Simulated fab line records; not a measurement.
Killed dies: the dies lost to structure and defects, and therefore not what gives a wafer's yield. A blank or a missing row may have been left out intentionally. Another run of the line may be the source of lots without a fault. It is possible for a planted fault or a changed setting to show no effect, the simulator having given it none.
Chamber matching    flow nand-harc    NHARC_P_M1_DEP_33 on pecvd-03: 3 sister chambers
The step deposits SiCN, target thk 30 nm. 6 wafers are shown with their chamber, then 8 later ones without.

WAFERS WITH THEIR CHAMBER
wafer   chamber  heater-power-w (W)  rf-fwd-power-W (W)
L612.5  1        612                 451.7
L618.6  1        584                 450.3
L619.1  2        546                 449.6
L619.2  0        656                 446.3
L619.4  2        547                 449.4
L624.2  0        624                 449.7

WAFERS WHOSE CHAMBER IS MISSING
wafer   heater-power-w (W)  rf-fwd-power-W (W)
L624.3  619                 450.0
L624.4  648                 450.6
L625.1  601                 450.4
L625.3  613                 451.1
L625.5  639                 449.3
L628.2  631                 448.8
L628.4  538                 449.4
L628.5  611                 450.0

THE CHAMBER EACH PASSED THROUGH
wafer    from the rows above       in truth
L624.3   can't be placed: 1 or 0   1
L624.4   can't be placed: 0 or 1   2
L625.1   1                         1
L625.3   can't be placed: 1 or 0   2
L625.5   can't be placed: 0 or 1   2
L628.2   can't be placed: 0 or 1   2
L628.4   2                         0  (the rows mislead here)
L628.5   can't be placed: 1 or 0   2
Correctly placed: 1 of 8. Unplaceable from these rows: 6, with the true chamber sitting among the candidates in 1. Placed wrongly: 1.
How it was worked out, from the rows above alone: a wafer's distance from a chamber is the root of the sum, over the readings, of the square of ((its reading less the chamber's mean) divided by the reading's scatter). The wafer belongs to the nearest chamber; if the next one is less than 2 further off, it can't be placed. The mean given for a chamber averages the wafers shown for that chamber. The scatter is the square root of a quotient: the sum, over the shown wafers, of each reading's squared deviation from its chamber's mean, divided by wafers minus chambers.
